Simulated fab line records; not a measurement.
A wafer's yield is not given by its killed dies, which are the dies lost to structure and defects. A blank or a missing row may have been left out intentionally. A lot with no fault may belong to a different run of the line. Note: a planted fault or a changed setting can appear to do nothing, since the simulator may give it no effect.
Chamber matching	flow nand harc	4 sister chambers for NHARC_P_ZERO_WELL_DESCUM_39 on rie diel-13
The step chemistry O2, time 3 s. 16 wafers are shown with their chamber, then 8 later ones without.

== EACH WAFER AND ITS CHAMBER ==
wafer	chamber	drypump motor current A (A)	showerhead plenum p Torr (Torr)	rf vpp V (V)
L078.2	3	5.0	2.03	58.1
L078.3	2	5.7	1.86	57.2
L078.5	0	6.5	1.85	59.0
L084.1	2	5.7	1.85	56.7
L084.4	3	5.0	2.02	58.7
L084.5	0	6.5	1.84	58.3
L086.2	2	5.7	1.85	58.2
L086.4	0	6.4	1.84	58.4
L086.5	0	6.4	1.84	57.5
L089.1	3	5.0	2.01	58.4
L089.3	1	5.2	1.92	58.5
L089.4	2	5.7	1.85	58.1
L092.2	0	6.4	1.83	58.5
L092.4	1	5.2	1.91	59.2
L092.6	2	5.7	1.84	57.3
L094.2	0	6.4	1.83	57.9

SIGNATURES (averages over the wafers above)
reading	chamber 0	chamber 1	chamber 2	chamber 3	scatter within a chamber
drypump motor current A	6.433	5.200	5.700	5.000	0.0333
showerhead plenum p Torr	1.8383	1.9150	1.8500	2.0200	0.00782
rf vpp V	58.267	58.850	57.500	58.400	0.531
Rule: a wafer lies at a distance from a chamber equal to the root of the sum of squares, over the readings, of (its reading less the chamber's mean, divided by the reading's scatter). The wafer belongs to the nearest chamber; if the next one is less than 2 further off, it can't be placed. The scatter: the root of (the sum of the squares of (reading less its chamber's mean) over the shown wafers, divided by (wafers less chambers)).

== WAFERS WHOSE CHAMBER IS MISSING ==
wafer	drypump motor current A (A)	showerhead plenum p Torr (Torr)	rf vpp V (V)
L094.5	6.4	1.83	59.0
L094.6	5.2	1.91	56.9
L095.1	5.7	1.84	56.8
L095.4	6.5	1.83	57.6
L095.5	5.0	2.01	58.4
L097.1	5.0	2.01	57.8
L097.2	5.2	1.91	56.7
L097.6	5.2	1.91	58.3

== EACH ONE'S CHAMBER ==
wafer	from the rows above	in truth
L094.5	0	0
L094.6	1	1
L095.1	2	2
L095.4	0	0
L095.5	3	3
L097.1	3	3
L097.2	1	1
L097.6	1	1
Correct placement for 8 of the 8. Left unplaced by these rows: 0. Number placed wrongly: 0.
